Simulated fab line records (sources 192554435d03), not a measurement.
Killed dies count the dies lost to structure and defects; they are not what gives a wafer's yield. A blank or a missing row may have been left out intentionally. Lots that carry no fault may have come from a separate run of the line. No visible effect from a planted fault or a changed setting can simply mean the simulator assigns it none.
fab line records	flow n5_finfet
record lots=24	wafers=72	last_day=18
route steps=1938 shown BEOL_M13@1705 BEOL_M14@1746
lots that met no fault: from a run of the same line without faults
start_h: the number of hours between the record's first day and the start of the first shown wafer of the lot	wait_h: how many hours have passed since the lot's step before this one	" identical to the entry in the row above	L1.1+2: a single row standing in for several wafers	- no value present, or no start provided	* or withheld: withheld	< > ~ a bound
route shown NAME@n: a module of which the file shows steps, and the number in the route of the first	usual: the fault-free wafers' mean and standard deviation	same: alike in all rows	chamber/n: place in a boat	sites: each site's reading	_std_site: the standard deviation of these	_edge_site: mean of outer sites minus mean of inner sites	radius_mm: for every site, how far away it sits from the centre of the wafer	mask NAME#n: copy n	behind: the last tool/chamber to shape the wafer	hold: what put the lot on hold/how long, in hours/how the hold closed	device: the transistor (n, p or np) that didn't switch	end of line: the route-end tests of the same wafers	a step with no rows: only its recipe	killed: the dies lost at the first sort to structure and to defects; this is not the yield of the wafer	map: a wafer's dies, x killed, . not, _ none there
set.NAME: the setting the step ran with; set.NAME@STEP: the setting that earlier step ran with	model.NAME: the simulator's own value behind a step, which no gauge read
steps of the route over a sample of lots; a table a step, a row a wafer
services: a tool's chamber out of use, with start hour (start_h, from the record's first day; less than 0 if before it), hours out, and reason
## steps
# step N5_BEOL_M13_SPUTTER_43
# recipe material=TaN	target_thk_a=150	temp_c=50	bias_v=168.6	power_w=15000	chamber_pressure_pa=0.12	time_s=24.19
# usual susceptor_temp_C=50.02/0.12	throttle_valve_pct=29.9/0.9
lot.wafer	tool	chamber	start_h	wait_h	susceptor_temp_C	throttle_valve_pct
L075.3	pvd_sputter-01	-	258.77	0.0	50.00	28.9
L075.4	"	-	"	"	50.02	29.9
L075.6	"	-	"	"	49.86	28.9
L074.1	pvd_sputter-02	-	267.86	0.0	50.00	31.3
L074.4	"	-	"	"	50.14	29.4
L074.5	"	-	"	"	50.14	28.3
L078.1	pvd_sputter-01	-	276.96	0.0	50.09	30.4
L078.2	"	-	"	"	49.95	29.0
L078.6	"	-	"	"	49.96	30.1
L076.2	pvd_sputter-02	-	282.21	0.0	50.19	28.5
L076.3	"	-	"	"	50.14	29.9
L076.5	"	-	"	"	49.97	28.4
L079.1	pvd_sputter-01	-	283.99	0.0	49.96	29.2
L079.2	"	-	"	"	50.19	29.9
L079.5	"	-	"	"	50.08	29.8
L077.2	pvd_sputter-03	-	286.97	0.0	49.93	30.5
L077.3	"	-	"	"	50.25	29.9
L077.5	"	-	"	"	50.05	29.8
L081.2	pvd_sputter-02	-	287.29	0.0	50.07	29.1
L081.5	"	-	"	"	50.10	28.4
L081.6	"	-	"	"	50.04	31.2
L080.2	pvd_sputter-03	-	291.71	0.0	50.08	30.6
L080.3	"	-	"	"	50.04	29.7
L080.5	"	-	"	"	50.08	30.1
L082.1	pvd_sputter-01	-	306.40	0.0	49.91	30.4
L082.2	"	-	"	"	50.04	31.2
L082.3	"	-	"	"	50.11	29.1
L083.4	pvd_sputter-01	-	309.10	0.0	49.93	31.1
L083.5	"	-	"	"	49.95	30.0
L083.6	"	-	"	"	49.94	31.3
L085.4	pvd_sputter-02	-	309.14	0.0	49.90	29.4
L085.5	"	-	"	"	49.93	29.1
L085.6	"	-	"	"	50.00	29.7
L084.2	pvd_sputter-02	-	311.78	0.0	49.87	28.3
L084.3	"	-	"	"	49.97	29.6
L084.4	"	-	"	"	50.04	29.0
L087.2	pvd_sputter-03	-	327.49	0.0	49.96	30.5
L087.3	"	-	"	"	50.12	30.0
L087.6	"	-	"	"	50.14	30.2
L086.2	pvd_sputter-03	-	335.20	0.0	49.98	30.0
L086.4	"	-	"	"	49.96	30.5
L086.5	"	-	"	"	49.95	29.8
L088.1	pvd_sputter-01	-	345.43	0.0	49.79	31.1
L088.3	"	-	"	"	50.11	30.3
L088.4	"	-	"	"	50.07	28.8
L090.3	pvd_sputter-03	-	345.93	0.0	50.16	30.6
L090.4	"	-	"	"	50.37	30.2
L090.6	"	-	"	"	50.15	29.7
L093.1	pvd_sputter-02	-	363.33	0.0	50.18	29.9
L093.2	"	-	"	"	50.09	29.0
L093.6	"	-	"	"	49.96	31.0
L092.1	pvd_sputter-02	-	363.65	0.0	50.14	31.4
L092.4	"	-	"	"	50.10	28.7
L092.6	"	-	"	"	49.77	30.0
L094.2	pvd_sputter-01	-	363.93	0.0	49.76	30.3
L094.3	"	-	"	"	49.82	28.8
L094.6	"	-	"	"	49.91	30.4
L091.2	pvd_sputter-02	-	363.97	0.0	49.92	29.6
L091.4	"	-	"	"	49.99	28.7
L091.5	"	-	"	"	50.04	31.3
L089.3	pvd_sputter-02	-	364.29	0.0	50.07	29.7
L089.4	"	-	"	"	49.98	28.9
L089.5	"	-	"	"	50.10	28.6
L095.1	pvd_sputter-01	-	385.69	0.0	49.87	29.7
L095.3	"	-	"	"	50.09	30.6
L095.5	"	-	"	"	50.18	30.4
L096.1	pvd_sputter-02	-	388.28	0.0	49.92	28.7
L096.2	"	-	"	"	49.97	30.0
L096.5	"	-	"	"	50.30	28.6
L097.1	pvd_sputter-01	-	391.53	0.0	49.92	30.0
L097.2	"	-	"	"	49.69	30.2
L097.4	"	-	"	"	50.08	31.0
# step N5_BEOL_M14_CD_MEAS_28
# recipe target_cd_nm=284.4	landing_energy_ev=500	detector=se_inlens
# usual cd_nm=283.9/2
lot.wafer	tool	chamber	start_h	wait_h	cd_nm
L075.3	cd_sem-01	0	261.72	-	285.7
L075.4	"	0	"	"	283.7
L075.6	"	0	"	"	285.0
L074.1	cd_sem-01	0	270.80	-	284.0
L074.4	"	0	"	"	283.9
L074.5	"	0	"	"	280.8
L078.1	cd_sem-01	0	279.63	-	280.5
L078.2	"	0	"	"	279.0
L078.6	"	0	"	"	281.0
L076.2	cd_sem-03	0	284.78	-	285.5
L076.3	"	0	"	"	285.7
L076.5	"	0	"	"	286.1
L079.1	cd_sem-02	0	286.69	-	283.2
L079.2	"	0	"	"	285.4
L079.5	"	0	"	"	282.6
L077.2	cd_sem-02	0	289.89	-	287.2
L077.3	"	0	"	"	285.4
L077.5	"	0	"	"	285.7
L081.2	cd_sem-02	0	290.13	-	283.4
L081.5	"	0	"	"	284.3
L081.6	"	0	"	"	281.9
L080.2	cd_sem-01	0	294.61	-	284.3
L080.3	"	0	"	"	284.2
L080.5	"	0	"	"	284.4
L082.1	cd_sem-01	0	309.35	-	284.3
L082.2	"	0	"	"	282.7
L082.3	"	0	"	"	283.7
L083.4	cd_sem-02	0	311.68	-	282.7
L083.5	"	0	"	"	284.7
L083.6	"	0	"	"	284.3
L085.4	cd_sem-03	0	311.72	-	281.4
L085.5	"	0	"	"	279.1
L085.6	"	0	"	"	279.5
L084.2	cd_sem-01	0	314.41	-	283.2
L084.3	"	0	"	"	284.5
L084.4	"	0	"	"	282.1
L087.2	cd_sem-02	0	330.38	-	280.2
L087.3	"	0	"	"	282.7
L087.6	"	0	"	"	280.2
L086.2	cd_sem-02	0	341.00	-	282.8
L086.4	"	0	"	"	280.7
L086.5	"	0	"	"	280.5
L088.1	cd_sem-03	0	348.00	-	282.5
L088.3	"	0	"	"	286.2
L088.4	"	0	"	"	288.2
L090.3	cd_sem-03	0	349.15	-	281.5
L090.4	"	0	"	"	286.2
L090.6	"	0	"	"	284.8
L093.1	cd_sem-03	0	366.97	-	282.6
L093.2	"	0	"	"	285.5
L093.6	"	0	"	"	284.5
L092.1	cd_sem-03	0	367.36	-	283.1
L092.4	"	0	"	"	282.8
L092.6	"	0	"	"	282.4
L094.2	cd_sem-01	0	367.58	-	281.3
L094.3	"	0	"	"	284.1
L094.6	"	0	"	"	284.2
L091.2	cd_sem-03	0	367.81	-	288.0
L091.4	"	0	"	"	286.8
L091.5	"	0	"	"	286.1
L089.3	cd_sem-03	0	368.11	-	284.1
L089.4	"	0	"	"	282.8
L089.5	"	0	"	"	285.9
L095.1	cd_sem-02	0	388.38	-	285.0
L095.3	"	0	"	"	283.7
L095.5	"	0	"	"	286.7
L096.1	cd_sem-01	0	391.09	-	285.5
L096.2	"	0	"	"	284.7
L096.5	"	0	"	"	287.0
L097.1	cd_sem-02	0	394.23	-	283.0
L097.2	"	0	"	"	285.8
L097.4	"	0	"	"	285.8
# step N5_BEOL_M14_INSPECT_30
# recipe mode=adi	inspect_instrument=macro
# usual raw_defect_count=1.9/1.3
lot.wafer	tool	chamber	start_h	wait_h	raw_defect_count
L075.3	defect_inspect-02	-	261.78	0.0	0
L075.4	"	-	"	"	2
L075.6	"	-	"	"	2
L074.1	defect_inspect-01	-	270.86	0.0	2
L074.4	"	-	"	"	1
L074.5	"	-	"	"	4
L078.1	defect_inspect-01	-	279.68	0.0	2
L078.2	"	-	"	"	1
L078.6	"	-	"	"	1
L076.2	defect_inspect-02	-	284.83	0.0	1
L076.3	"	-	"	"	0
L076.5	"	-	"	"	2
L079.1	defect_inspect-02	-	286.74	0.0	0
L079.2	"	-	"	"	2
L079.5	"	-	"	"	4
L077.2	defect_inspect-01	-	289.94	0.0	1
L077.3	"	-	"	"	2
L077.5	"	-	"	"	4
L081.2	defect_inspect-01	-	290.18	0.0	4
L081.5	"	-	"	"	0
L081.6	"	-	"	"	2
L080.2	defect_inspect-02	-	294.66	0.0	3
L080.3	"	-	"	"	0
L080.5	"	-	"	"	1
L082.1	defect_inspect-01	-	309.40	0.0	0
L082.2	"	-	"	"	2
L082.3	"	-	"	"	1
L083.4	defect_inspect-01	-	311.73	0.0	1
L083.5	"	-	"	"	3
L083.6	"	-	"	"	2
L085.4	defect_inspect-01	-	311.77	0.0	1
L085.5	"	-	"	"	2
L085.6	"	-	"	"	2
L084.2	defect_inspect-02	-	314.46	0.0	2
L084.3	"	-	"	"	0
L084.4	"	-	"	"	2
L087.2	defect_inspect-02	-	330.43	0.0	2
L087.3	"	-	"	"	1
L087.6	"	-	"	"	2
L086.2	defect_inspect-01	-	341.05	0.0	5
L086.4	"	-	"	"	3
L086.5	"	-	"	"	3
L088.1	defect_inspect-02	-	348.06	0.0	2
L088.3	"	-	"	"	1
L088.4	"	-	"	"	3
L090.3	defect_inspect-01	-	349.21	0.0	2
L090.4	"	-	"	"	2
L090.6	"	-	"	"	2
L093.1	defect_inspect-01	-	367.02	0.0	5
L093.2	"	-	"	"	1
L093.6	"	-	"	"	2
L092.1	defect_inspect-02	-	367.41	0.0	1
L092.4	"	-	"	"	2
L092.6	"	-	"	"	2
L094.2	defect_inspect-01	-	367.64	0.0	2
L094.3	"	-	"	"	4
L094.6	"	-	"	"	1
L091.2	defect_inspect-02	-	367.87	0.0	2
L091.4	"	-	"	"	0
L091.5	"	-	"	"	1
L089.3	defect_inspect-01	-	368.16	0.0	0
L089.4	"	-	"	"	3
L089.5	"	-	"	"	4
L095.1	defect_inspect-01	-	388.43	0.0	1
L095.3	"	-	"	"	3
L095.5	"	-	"	"	5
L096.1	defect_inspect-01	-	391.15	0.0	2
L096.2	"	-	"	"	2
L096.5	"	-	"	"	6
L097.1	defect_inspect-01	-	394.28	0.0	0
L097.2	"	-	"	"	1
L097.4	"	-	"	"	4
# step N5_BEOL_M14_DESCUM_33
# recipe chemistry=O2	time_s=7.9	source_power_w=50	bias_power_w=20	pressure_mtorr=20	rf_frequency_hz=2.712e+07	temp_c=40	o2_flow_sccm=225
# usual drypump_motor_current_A=5.6/0.55	oes_product_au=0.79/0.072	rf_vpp_V=243.3/1.3	showerhead_plenum_p_Torr=2.09/0.067	throttle_valve_pct=20.37/0.16
lot.wafer	tool	chamber	start_h	wait_h	drypump_motor_current_A	oes_product_au	rf_hours_counter_h	rf_vpp_V	showerhead_plenum_p_Torr	throttle_valve_pct
L075.3	rie_diel-05	3	261.85	0.1	5.7	0.87	39	243.3	2.05	20.63
L075.4	"	0	"	"	5.5	0.77	136	240.4	2.01	20.32
L075.6	"	3	"	"	5.7	0.87	-	242.3	2.05	20.63
L074.1	rie_diel-02	3	270.89	0.0	6.5	0.68	241	241.8	2.06	20.63
L074.4	"	1	"	"	5.3	0.72	204	243.9	2.08	20.39
L074.5	"	2	"	"	4.7	0.75	-	245.5	2.18	20.16
L078.1	rie_diel-02	0	279.71	0.0	5.5	0.76	167	243.7	2.06	20.18
L078.2	"	2	"	"	4.7	0.76	156	244.3	2.18	20.15
L078.6	"	2	"	"	4.7	0.75	-	245.4	2.18	20.16
L076.2	rie_diel-05	0	284.96	0.1	5.5	0.77	145	242.6	2.01	20.31
L076.3	"	2	"	"	6.4	0.83	68	245.8	2.20	20.31
L076.5	"	2	"	"	6.5	0.84	-	244.8	2.20	20.29
L079.1	rie_diel-06	3	287.15	0.4	5.7	0.90	38	242.1	2.08	20.19
L079.2	"	2	"	"	6.4	0.86	71	245.0	2.23	20.47
L079.5	"	0	"	"	4.8	0.83	-	242.1	2.03	20.32
L077.2	rie_diel-05	3	290.02	0.1	5.7	0.85	50	242.6	2.04	20.64
L077.3	"	2	"	"	6.5	0.83	70	246.4	2.20	20.30
L077.5	"	0	"	"	5.4	0.76	-	243.1	2.01	20.32
L081.2	rie_diel-02	0	290.28	0.1	5.5	0.74	171	242.1	2.06	20.19
L081.5	"	2	"	"	4.8	0.75	-	243.9	2.18	20.17
L081.6	"	3	"	"	6.5	0.68	-	241.3	2.06	20.63
L080.2	rie_diel-02	1	294.70	0.0	5.3	0.71	212	243.2	2.08	20.39
L080.3	"	0	"	"	5.5	0.74	173	243.1	2.06	20.18
L080.5	"	2	"	"	4.7	0.75	-	243.9	2.18	20.18
L082.1	rie_diel-02	0	309.43	0.0	5.5	0.74	179	242.6	2.06	20.19
L082.2	"	1	"	"	5.3	0.71	218	242.4	2.08	20.41
L082.3	"	2	"	"	4.7	0.74	169	243.9	2.18	20.18
L083.4	rie_diel-05	0	311.95	0.2	5.5	0.74	153	242.5	2.00	20.33
L083.5	"	3	"	"	5.7	0.84	-	241.8	2.04	20.67
L083.6	"	2	"	"	6.5	0.82	-	244.1	2.20	20.32
L085.4	rie_diel-02	1	312.06	0.3	5.3	0.71	-	242.5	2.08	20.40
L085.5	"	2	"	"	4.7	0.75	-	245.7	2.18	20.19
L085.6	"	0	"	"	5.5	0.74	-	243.0	2.06	20.18
L084.2	rie_diel-02	2	314.91	0.4	4.7	0.75	172	244.9	2.18	20.19
L084.3	"	0	"	"	5.5	0.74	182	244.2	2.06	20.18
L084.4	"	1	"	"	5.3	0.71	-	243.3	2.08	20.40
L087.2	rie_diel-02	0	330.66	0.2	5.5	0.74	189	244.5	2.05	20.21
L087.3	"	2	"	"	4.7	0.72	179	243.5	2.18	20.18
L087.6	"	1	"	"	5.3	0.70	-	242.5	2.07	20.42
L086.2	rie_diel-06	0	341.09	0.0	4.8	0.81	107	241.1	2.02	20.33
L086.4	"	2	"	"	6.4	0.83	90	245.0	2.23	20.50
L086.5	"	3	"	"	5.7	0.86	-	243.8	2.07	20.25
L088.1	rie_diel-05	1	348.10	0.0	5.4	0.89	42	243.2	2.07	20.40
L088.3	"	3	"	"	5.8	0.83	71	243.7	2.04	20.69
L088.4	"	3	"	"	5.7	0.83	-	241.3	2.04	20.69
L090.3	rie_diel-06	3	349.49	0.3	5.7	0.86	59	241.6	2.07	20.23
L090.4	"	0	"	"	4.8	0.79	109	240.9	2.02	20.36
L090.6	"	1	"	"	5.5	0.85	-	243.6	2.15	20.50
L093.1	rie_diel-06	2	367.17	0.1	6.4	0.81	99	246.3	2.22	20.50
L093.2	"	0	"	"	4.8	0.78	116	241.4	2.02	20.37
L093.6	"	0	"	"	4.8	0.79	-	242.0	2.02	20.35
L092.1	rie_diel-02	1	367.99	0.6	5.3	0.69	240	242.8	2.07	20.45
L092.4	"	0	"	"	5.5	0.71	202	242.3	2.05	20.22
L092.6	"	0	"	"	5.5	0.72	-	243.8	2.05	20.25
L094.2	rie_diel-05	0	368.16	0.5	5.5	0.74	168	241.3	2.00	20.34
L094.3	"	3	"	"	5.7	0.83	78	241.3	2.03	20.70
L094.6	"	2	"	"	6.5	0.81	-	243.5	2.19	20.35
L091.2	rie_diel-02	0	368.72	0.9	5.5	0.72	203	243.2	2.05	20.24
L091.4	"	1	"	"	5.3	0.69	240	242.2	2.07	20.43
L091.5	"	3	"	"	6.4	0.95	-	242.2	2.05	20.27
L089.3	rie_diel-05	2	369.00	0.8	6.4	0.79	100	245.6	2.19	20.36
L089.4	"	0	"	"	5.4	0.74	168	241.2	2.00	20.34
L089.5	"	0	"	"	5.5	0.74	-	241.2	2.00	20.35
L095.1	rie_diel-05	2	388.96	0.5	6.5	0.79	106	244.4	2.19	20.37
L095.3	"	1	"	"	5.4	0.86	55	244.2	2.07	20.41
L095.5	"	3	"	"	5.7	0.82	-	242.9	2.03	20.70
L096.1	rie_diel-05	2	391.18	0.0	6.5	0.79	107	244.4	2.19	20.37
L096.2	"	1	"	"	5.4	0.86	56	242.7	2.07	20.41
L096.5	"	0	"	"	5.5	0.74	-	241.9	2.00	20.38
L097.1	rie_diel-06	2	394.31	0.0	6.4	0.82	109	245.0	2.22	20.53
L097.2	"	3	"	"	5.7	0.85	76	242.7	2.06	20.25
L097.4	"	1	"	"	5.5	0.82	66	242.9	2.14	20.53
# step N5_BEOL_M14_ETCH_68
# recipe chemistry=N2/H2	target=SOC	mask_material=SiARC	source_w=3000	bias_w=350	temp_c=40	time_s=450	ion_energy_ev=200	pressure_mtorr=30	n2_flow_sccm=200	h2_flow_sccm=200
# usual drypump_motor_current_A=5.6/0.55	oes_product_au=0.79/0.071	rf_vpp_V=523.8/2.4	showerhead_plenum_p_Torr=2.54/0.075	throttle_valve_pct=17.68/0.25
lot.wafer	tool	chamber	start_h	wait_h	drypump_motor_current_A	oes_product_au	rf_hours_counter_h	rf_vpp_V	showerhead_plenum_p_Torr	throttle_valve_pct
L075.3	rie_diel-05	3	262.03	0.1	5.7	0.87	39	522.0	2.49	17.96
L075.4	"	0	"	"	5.4	0.77	136	521.1	2.46	17.84
L075.6	"	3	"	"	5.7	0.87	-	523.1	2.49	17.97
L074.1	rie_diel-02	3	271.07	0.1	6.5	0.67	241	522.6	2.51	17.94
L074.4	"	1	"	"	5.3	0.72	204	523.9	2.52	17.70
L074.5	"	2	"	"	4.7	0.75	-	526.3	2.63	17.29
L078.1	rie_diel-02	0	279.89	0.1	5.5	0.74	167	524.1	2.56	17.81
L078.2	"	2	"	"	4.7	0.75	156	528.0	2.62	17.29
L078.6	"	2	"	"	4.7	0.75	-	527.6	2.62	17.30
L076.2	rie_diel-05	0	285.14	0.1	5.5	0.77	145	521.0	2.46	17.87
L076.3	"	2	"	"	6.5	0.84	68	527.9	2.68	17.70
L076.5	"	2	"	"	6.5	0.83	-	527.7	2.68	17.71
L079.1	rie_diel-06	3	287.33	0.1	5.7	0.88	38	522.8	2.45	17.16
L079.2	"	2	"	"	6.4	0.85	71	529.0	2.68	17.49
L079.5	"	0	"	"	4.8	0.83	-	521.5	2.49	17.93
L077.2	rie_diel-05	3	290.21	0.1	5.7	0.86	50	522.9	2.48	17.97
L077.3	"	2	"	"	6.4	0.83	70	528.4	2.68	17.71
L077.5	"	0	"	"	5.5	0.77	-	521.5	2.46	17.85
L081.2	rie_diel-02	0	290.46	0.1	5.5	0.75	172	523.7	2.55	17.80
L081.5	"	2	"	"	4.7	0.74	-	527.9	2.62	17.31
L081.6	"	3	"	"	6.5	0.67	-	523.9	2.51	17.97
L080.2	rie_diel-02	1	294.88	0.1	5.3	0.71	213	523.3	2.52	17.70
L080.3	"	0	"	"	5.5	0.76	173	523.5	2.55	17.81
L080.5	"	2	"	"	4.7	0.74	-	527.4	2.62	17.30
L082.1	rie_diel-02	0	309.62	0.1	5.5	0.75	179	524.0	2.55	17.82
L082.2	"	1	"	"	5.3	0.71	219	522.9	2.51	17.70
L082.3	"	2	"	"	4.7	0.74	169	527.5	2.62	17.31
L083.4	rie_diel-05	0	312.13	0.1	5.5	0.75	153	520.8	2.45	17.86
L083.5	"	3	"	"	5.8	0.84	-	522.0	2.48	17.98
L083.6	"	2	"	"	6.5	0.82	-	527.1	2.68	17.72
L085.4	rie_diel-02	1	312.35	0.1	5.3	0.72	-	521.5	2.51	17.73
L085.5	"	2	"	"	4.7	0.75	-	526.3	2.62	17.33
L085.6	"	0	"	"	5.5	0.75	-	521.8	2.55	17.82
L084.2	rie_diel-02	2	315.09	0.1	4.7	0.74	172	526.9	2.62	17.33
L084.3	"	0	"	"	5.5	0.74	182	522.7	2.55	17.83
L084.4	"	1	"	"	5.3	0.71	-	522.6	2.51	17.73
L087.2	rie_diel-02	0	330.84	0.1	5.5	0.74	189	522.4	2.55	17.84
L087.3	"	2	"	"	4.7	0.73	179	526.9	2.62	17.35
L087.6	"	1	"	"	5.3	0.70	-	524.3	2.51	17.74
L086.2	rie_diel-06	0	341.27	0.1	4.8	0.82	107	520.5	2.48	17.97
L086.4	"	2	"	"	6.4	0.82	90	528.0	2.67	17.52
L086.5	"	3	"	"	5.7	0.85	-	522.5	2.45	17.19
L088.1	rie_diel-05	1	348.28	0.1	5.4	0.89	42	522.7	2.47	17.48
L088.3	"	3	"	"	5.7	0.85	71	521.5	2.47	18.02
L088.4	"	3	"	"	5.7	0.85	-	523.1	2.47	18.01
L090.3	rie_diel-06	3	349.67	0.1	5.7	0.86	60	522.2	2.45	17.21
L090.4	"	0	"	"	4.9	0.81	110	520.9	2.48	17.95
L090.6	"	1	"	"	5.6	0.85	-	523.4	2.56	17.44
L093.1	rie_diel-06	2	367.35	0.1	6.4	0.81	99	527.5	2.67	17.52
L093.2	"	0	"	"	4.9	0.80	116	522.2	2.47	17.99
L093.6	"	0	"	"	4.9	0.80	-	522.0	2.48	17.98
L092.1	rie_diel-02	1	368.17	0.1	5.3	0.69	240	521.3	2.50	17.75
L092.4	"	0	"	"	5.5	0.73	202	522.3	2.54	17.87
L092.6	"	0	"	"	5.5	0.73	-	522.8	2.54	17.86
L094.2	rie_diel-05	0	368.35	0.1	5.5	0.75	168	520.6	2.45	17.90
L094.3	"	3	"	"	5.7	0.84	78	521.6	2.47	18.04
L094.6	"	2	"	"	6.5	0.80	-	527.2	2.67	17.72
L091.2	rie_diel-02	0	368.90	0.1	5.5	0.73	203	522.6	2.54	17.86
L091.4	"	1	"	"	5.3	0.69	240	522.5	2.50	17.77
L091.5	"	3	"	"	6.4	0.95	-	521.3	2.50	17.54
L089.3	rie_diel-05	2	369.18	0.1	6.5	0.79	100	526.2	2.67	17.75
L089.4	"	0	"	"	5.5	0.74	168	521.4	2.45	17.90
L089.5	"	0	"	"	5.5	0.74	-	521.0	2.45	17.90
L095.1	rie_diel-05	2	389.14	0.1	6.5	0.79	106	527.4	2.67	17.77
L095.3	"	1	"	"	5.5	0.86	55	519.9	2.47	17.49
L095.5	"	3	"	"	5.7	0.83	-	522.5	2.47	18.04
L096.1	rie_diel-05	2	391.36	0.1	6.5	0.79	107	527.3	2.67	17.77
L096.2	"	1	"	"	5.4	0.86	56	520.9	2.47	17.51
L096.5	"	0	"	"	5.5	0.76	-	521.3	2.45	17.89
L097.1	rie_diel-06	2	394.50	0.1	6.4	0.80	110	526.7	2.66	17.57
L097.2	"	3	"	"	5.7	0.83	76	523.2	2.44	17.24
L097.4	"	1	"	"	5.5	0.81	66	524.4	2.55	17.47
# step N5_BEOL_M14_DEGAS_41
# recipe ambient=vacuum	temp_c=300	time_s=60
# usual heater_power_w=459/46	susceptor_temp_C=300.02/0.19
lot.wafer	tool	chamber	start_h	wait_h	heater_power_w	susceptor_temp_C
L075.3	pvd_sputter-03	-	264.94	0.4	435	300.05
L075.4	"	-	"	"	430	299.90
L075.6	"	-	"	"	430	300.13
L074.1	pvd_sputter-01	-	273.42	0.6	419	300.10
L074.4	"	-	"	"	421	300.37
L074.5	"	-	"	"	422	300.03
L078.1	pvd_sputter-02	-	281.55	0.2	439	300.28
L078.2	"	-	"	"	426	300.05
L078.6	"	-	"	"	392	300.16
L076.2	pvd_sputter-01	-	287.19	0.3	435	299.95
L076.3	"	-	"	"	447	300.25
L076.5	"	-	"	"	430	299.95
L079.1	pvd_sputter-01	-	295.07	0.4	448	299.92
L079.2	"	-	"	"	554	300.09
L079.5	"	-	"	"	414	299.91
L081.2	pvd_sputter-03	-	298.06	0.8	446	299.84
L081.5	"	-	"	"	501	300.41
L081.6	"	-	"	"	440	300.07
L077.2	pvd_sputter-02	-	298.86	0.4	402	299.91
L077.3	"	-	"	"	440	299.89
L077.5	"	-	"	"	433	300.10
L080.2	pvd_sputter-01	-	300.78	0.4	419	300.03
L080.3	"	-	"	"	414	299.91
L080.5	"	-	"	"	430	300.03
L082.1	pvd_sputter-03	-	311.22	0.6	453	299.54
L082.2	"	-	"	"	504	299.97
L082.3	"	-	"	"	437	299.96
L083.4	pvd_sputter-02	-	314.36	0.3	514	300.17
L083.5	"	-	"	"	503	299.83
L083.6	"	-	"	"	426	299.98
L085.4	pvd_sputter-03	-	314.56	0.3	450	299.88
L085.5	"	-	"	"	431	299.94
L085.6	"	-	"	"	490	299.79
L084.2	pvd_sputter-02	-	319.66	0.3	394	299.76
L084.3	"	-	"	"	494	300.36
L084.4	"	-	"	"	442	299.67
L087.2	pvd_sputter-01	-	335.58	0.6	419	300.01
L087.3	"	-	"	"	580	299.87
L087.6	"	-	"	"	414	299.95
L086.2	pvd_sputter-02	-	345.31	0.3	431	300.11
L086.4	"	-	"	"	507	299.89
L086.5	"	-	"	"	444	299.73
L088.1	pvd_sputter-02	-	349.85	0.7	427	299.75
L088.3	"	-	"	"	452	299.98
L088.4	"	-	"	"	404	299.70
L090.3	pvd_sputter-02	-	350.91	0.2	514	299.73
L090.4	"	-	"	"	443	300.06
L090.6	"	-	"	"	497	299.96
L093.1	pvd_sputter-01	-	368.19	0.0	424	299.92
L093.2	"	-	"	"	414	300.31
L093.6	"	-	"	"	460	299.61
L092.1	pvd_sputter-01	-	370.62	1.7	464	300.31
L092.4	"	-	"	"	575	299.94
L092.6	"	-	"	"	567	300.28
L094.2	pvd_sputter-02	-	370.87	0.2	434	299.77
L094.3	"	-	"	"	393	300.29
L094.6	"	-	"	"	397	300.07
L091.2	pvd_sputter-01	-	370.94	0.2	561	300.01
L091.4	"	-	"	"	416	299.88
L091.5	"	-	"	"	414	299.94
L089.3	pvd_sputter-03	-	371.12	0.3	490	300.37
L089.4	"	-	"	"	450	299.96
L089.5	"	-	"	"	440	300.04
L095.1	pvd_sputter-03	-	391.23	0.7	492	300.09
L095.3	"	-	"	"	489	299.85
L095.5	"	-	"	"	450	300.01
L096.1	pvd_sputter-03	-	392.57	0.1	431	300.05
L096.2	"	-	"	"	494	300.01
L096.5	"	-	"	"	494	299.96
L097.1	pvd_sputter-03	-	395.47	0.2	438	300.01
L097.2	"	-	"	"	430	300.14
L097.4	"	-	"	"	493	299.75
## services
tool	chamber	start_h	hours	kind
rie_diel-06	-	236.71	0.9	repair
rie_diel-06	0	252.51	12.0	repair
rie_diel-02	3	262.99	5.7	repair
rie_diel-02	-	271.93	0.3	repair
rie_diel-05	0	291.72	5.4	repair
rie_diel-02	3	294.43	-	clean
rie_diel-02	3	294.43	-	consumable_replace:esc
rie_diel-02	3	294.43	-	consumable_replace:focus_ring
rie_diel-02	3	294.43	26.6	scheduled_down
rie_diel-02	3	294.43	26.6	vent_cycle
rie_diel-06	0	295.00	3.9	repair
rie_diel-06	2	319.55	5.6	repair
rie_diel-05	0	340.89	8.1	repair
rie_diel-02	1	357.55	4.5	repair
pvd_sputter-03	-	366.39	1.0	repair
rie_diel-02	-	376.33	2.8	pm
rie_diel-02	1	394.43	-	clean
rie_diel-02	1	394.43	-	consumable_replace:focus_ring
rie_diel-02	1	394.43	20.2	scheduled_down
rie_diel-02	1	394.43	20.2	vent_cycle
## key
fault none
